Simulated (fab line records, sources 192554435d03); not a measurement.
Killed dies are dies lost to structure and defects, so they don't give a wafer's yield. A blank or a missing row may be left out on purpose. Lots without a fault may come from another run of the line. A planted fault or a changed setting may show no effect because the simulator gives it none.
Chamber matching | flow n5_finfet | N5_BEOL_M0_SAQP_CUT_ETCH_46 on rie_diel-02: 4 sister chambers
The step etches SOC in N2/H2, target depth 135 nm, overetch 27 nm, time 202.5 s. 8 wafers are shown with their chamber, then 7 later ones without.

WAFERS WITH THEIR CHAMBER
wafer  | chamber | showerhead_plenum_p_Torr (Torr) | throttle_valve_pct (%)
L080.5 | 0       | 2.49                            | 17.58
L082.2 | 1       | 2.59                            | 17.59
L082.5 | 2       | 2.64                            | 17.80
L084.2 | 1       | 2.59                            | 17.60
L084.4 | 3       | 2.47                            | 18.09
L084.5 | 2       | 2.64                            | 17.80
L090.2 | 0       | 2.48                            | 17.60
L090.3 | 3       | 2.47                            | 18.11

WAFERS WITHOUT THEIR CHAMBER
wafer  | showerhead_plenum_p_Torr (Torr) | throttle_valve_pct (%)
L090.6 | 2.59                            | 17.61
L091.1 | 2.48                            | 17.62
L091.3 | 2.63                            | 17.80
L091.6 | 2.46                            | 18.14
L096.2 | 2.48                            | 17.65
L096.3 | 2.46                            | 18.14
L096.6 | 2.62                            | 17.85

WHICH CHAMBER EACH WENT THROUGH
wafer  | from the rows above | in truth
L090.6 | 1                   | 1
L091.1 | 0                   | 0
L091.3 | 2                   | 2
L091.6 | 3                   | 3
L096.2 | 0                   | 0
L096.3 | 3                   | 3
L096.6 | 2                   | 2
Placed correctly: 7 of 7. Can't be placed from these rows: 0. Placed wrongly: 0.
How it was worked out, from the rows above alone: a wafer's distance from a chamber is the root of the sum, over the readings, of the square of ((its reading less the chamber's mean) divided by the reading's scatter). The wafer belongs to the nearest chamber; if the next one is less than 2 further off, it can't be placed. A chamber's mean is the mean of its shown wafers. The scatter: the root of (the sum of the squares of (reading less its chamber's mean) over the shown wafers, divided by (wafers less chambers)).
